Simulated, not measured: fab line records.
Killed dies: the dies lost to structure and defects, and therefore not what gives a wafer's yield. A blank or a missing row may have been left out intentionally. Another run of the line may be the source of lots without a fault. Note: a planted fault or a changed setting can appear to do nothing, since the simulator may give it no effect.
Chamber matching	flow n5_finfet	4 sister chambers for N5_PASSIVATION_STRIP_48 on rie_diel-04
The step strips in O2. 16 wafers are shown with their chamber, then 7 later ones without.

WAFERS, EACH WITH ITS CHAMBER
wafer	chamber	showerhead_plenum_p_Torr (Torr)	drypump_motor_current_A (A)	throttle_valve_pct (%)
L831.1	1	2.16	5.8	16.91
L831.3	2	2.03	5.6	16.59
L831.5	1	2.16	5.9	16.93
L836.1	3	2.00	6.2	16.97
L836.3	0	2.14	6.7	16.70
L836.5	3	2.00	6.2	16.95
L839.2	2	2.02	5.7	16.55
L839.4	3	1.99	6.2	17.03
L839.5	2	2.02	5.7	16.55
L841.3	0	2.13	6.8	16.72
L841.4	2	2.02	5.7	16.56
L841.6	3	1.99	6.3	16.98
L842.1	1	2.15	5.9	17.05
L842.3	0	2.13	6.7	16.75
L842.4	2	2.02	5.7	16.51
L845.4	3	1.99	6.2	16.97

SIGNATURES, as means of the wafers listed above
reading	chamber 0	chamber 1	chamber 2	chamber 3	scatter within a chamber
showerhead_plenum_p_Torr	2.1333	2.1567	2.0220	1.9940	0.00527
drypump_motor_current_A	6.733	5.867	5.680	6.220	0.0494
throttle_valve_pct	16.7233	16.9633	16.5520	16.9800	0.0404
Rule: a wafer lies at a distance from a chamber equal to the root of the sum of squares, over the readings, of (its reading less the chamber's mean, divided by the reading's scatter). If the next closest chamber is less than 2 further off than the closest, the wafer can't be placed; otherwise it belongs to the closest. The scatter: the root of (the sum of the squares of (reading less its chamber's mean) over the shown wafers, divided by (wafers less chambers)).

WAFERS MISSING THEIR CHAMBER
wafer	showerhead_plenum_p_Torr (Torr)	drypump_motor_current_A (A)	throttle_valve_pct (%)
L845.5	2.15	5.9	16.97
L845.6	2.02	5.7	16.45
L850.1	2.13	6.6	16.32
L850.4	1.99	6.3	17.07
L850.6	2.13	6.6	16.29
L853.5	1.99	6.2	17.03
L853.6	2.13	6.7	16.41

WHICH CHAMBER EACH WENT THROUGH
wafer	from the rows above	in truth
L845.5	1	1
L845.6	2	2
L850.1	0	0
L850.4	3	3
L850.6	0	0
L853.5	3	3
L853.6	0	0
Placed correctly: 7 of 7. Number that these rows cannot place: 0. 0 placed wrongly.
